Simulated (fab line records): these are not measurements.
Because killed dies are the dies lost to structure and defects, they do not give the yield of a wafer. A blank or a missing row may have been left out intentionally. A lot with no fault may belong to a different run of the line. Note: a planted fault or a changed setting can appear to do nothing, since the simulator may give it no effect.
A lot that was struck, set against a sound lot    flow n5Finfet    15 steps out of a route of 1938
Sound: the wafers L208.1, L208.3, L208.4. Struck: wafers L223.4, L223.5 (left out: L223.6, a lot-mate that was not struck); the cause follows at the end.
Per side, at each step with rows, come the tool, then ch with its chambers, and then its first start. Under that, the readings that differ: sound wafers    struck wafers    difference of the means    sigmas: that difference in standard deviations of wafers without a fault.
alike: a reading whose means differ by less than 2 such deviations, as well as words and numbers matching on both sides. not compared: withheld readings; readings where some wafer has no value; bounds like >300 that might hide an equal value; numbers whose values overlap and for which the record gives no deviation.
The two part at a step that has a row with sigmas, a row that says differs or no value, or rows on one side only. Numbers that don't overlap but have no deviation are shown without sigmas and don't part them. A reading missing from all wafers of one side parts the sides only when that side holds two or more wafers.

first, 6 steps without rows for these wafers: N5_MOL_CONTACT_COAG_COAT_78 (resist thk 40 nm); N5_MOL_CONTACT_COAG_EBR_80; N5_MOL_CONTACT_COAG_SOFTBAKE_79 (time 60 s); N5_MOL_CONTACT_COAG_EXPOSE_81 (exposes mask VG, defocus 0 nm); N5_MOL_CONTACT_COAG_PEB_82 (peb time 60 s); N5_MOL_CONTACT_COAG_DEVELOP_83 (develop time 30 s).
N5_MOL_CONTACT_COAG_CD_MEAS_84: target cd 25.1 nm.
  sound on cdSem-03 ch 0, day 6 18:09; struck on cdSem-02 ch 0, day 10 03:44
  alike: cdNm
N5_MOL_CONTACT_COAG_OVL_MEAS_85:
  sound on overlay-02 ch 0, day 6 18:11; struck on overlay-02 ch 0, day 10 03:47
reading      sound        struck     difference  sigmas
VG_OVL (nm)  1.3 1.3 1.9  -1.1 -0.7  -2.4        -4
N5_MOL_CONTACT_COAG_INSPECT_57: inspects for defects (brightfield).
  sound: defectInspect-01 at day 6 18:14; struck: defectInspect-01 at day 10 03:49
  alike: rawDefectCount
N5_MOL_CONTACT_COAG_DESCUM_88: chemistry O2, time 7 s.
  sound on rieDiel-04 ch 1,2,3, day 6 18:44; struck on rieDiel-04 ch 3, day 10 04:03
reading              sound     struck  difference                     sigmas
rfHoursCounterH (h)  41 19 53  - -     no value on the struck wafers  
  alike: drypumpMotorCurrentA, oesProductAu, rfVppV, showerheadPlenumPTorr, throttleValvePct
N5_MOL_CONTACT_COAG_ETCH_89: etches underlayer in N2/H2, target depth 13 nm, time 10.4 s.
  sound on rieDiel-04 ch 1,2,3, day 6 18:46; struck on rieDiel-04 ch 3, day 10 04:05
reading              sound              struck       difference                     sigmas
n2FlowSccm (sccm)    200.2 199.6 199.9  198.0 199.3  -1.2                           -2
rfHoursCounterH (h)  41 19 53           - -          no value on the struck wafers  
  alike: drypumpMotorCurrentA, etchRfOnTimeS, h2FlowSccm, oesProductAu, rfVppV, showerheadPlenumPTorr, throttleValvePct
N5_MOL_CONTACT_COAG_ETCH_90: etches SiARC in CF4, target depth 13 nm, time 21.7 s.
  sound on rieDiel-04 ch 1,2,3, day 6 18:47; struck on rieDiel-04 ch 3, day 10 04:08
reading              sound     struck  difference                     sigmas
rfHoursCounterH (h)  41 19 53  - -     no value on the struck wafers  
  alike: cf4FlowSccm, drypumpMotorCurrentA, etchRfOnTimeS, oesProductAu, rfVppV, showerheadPlenumPTorr, throttleValvePct
N5_MOL_CONTACT_COAG_ALD_131: deposits SiO2, target thk 5 nm, pulse time 1 s, co reactant pulse time 1 s.
  sound on aldSin-03 ch 0,1,3, day 6 18:52; struck on aldSin-03 ch 1, day 10 04:13
reading                                            sound     struck   difference  sigmas
aldCycles                                          35 35 35  33 33    -2          
model.SiO2_of_MOL_CONTACT_COAG_ALD_131.thkNm (nm)  5 5 5     4.8 4.8  -0.2        
  alike: heaterPowerW, precursorPulseHeightRel
N5_MOL_CONTACT_COAG_ETCHBACK_132: etches SiO2 in CHF3, target depth 10 nm, time 6.7 s.
  sound on rieDiel-02 ch 0,2,3, day 6 19:06; struck on rieDiel-04 ch 2, day 10 04:25
  alike: drypumpMotorCurrentA, oesProductAu, rfVppV, showerheadPlenumPTorr, throttleValvePct
  not compared: rfHoursCounterH
-- record jumps: 3 days separate the struck wafers' starts on either side; left off in module MOL_CONTACT_COAG, taken up again in module BEOL_M4, whose first shown step is the route's number 1111 --
N5_BEOL_M4_RC_MEAS_101:
  sound on prober-02 ch 0, day 9 14:12; struck on prober-02 ch 0, day 13 16:12
reading         sound              struck       difference  sigmas
DIBL_N (mV/V)   36.9 37.6 38.6     34.2 34.5    -3.4        -3
DIBL_P (mV/V)   36.5 36.8 39.0     34.3 34.9    -2.8        -2
IOFF_N (nA/um)  0.152 0.162 0.188  0.115 0.122  -0.049      -3
SS_P (mV/dec)   73.3 73.7 73.7     72.1 72.6    -1.2        -2
  alike: IOFF_P, ION_N, ION_P, SS_N, VT_N, VT_P

== WHERE THEY PART ==
First at N5_MOL_CONTACT_COAG_OVL_MEAS_85; last, within this record, at N5_BEOL_M4_RC_MEAS_101.

WHY: whatever the simulator had introduced
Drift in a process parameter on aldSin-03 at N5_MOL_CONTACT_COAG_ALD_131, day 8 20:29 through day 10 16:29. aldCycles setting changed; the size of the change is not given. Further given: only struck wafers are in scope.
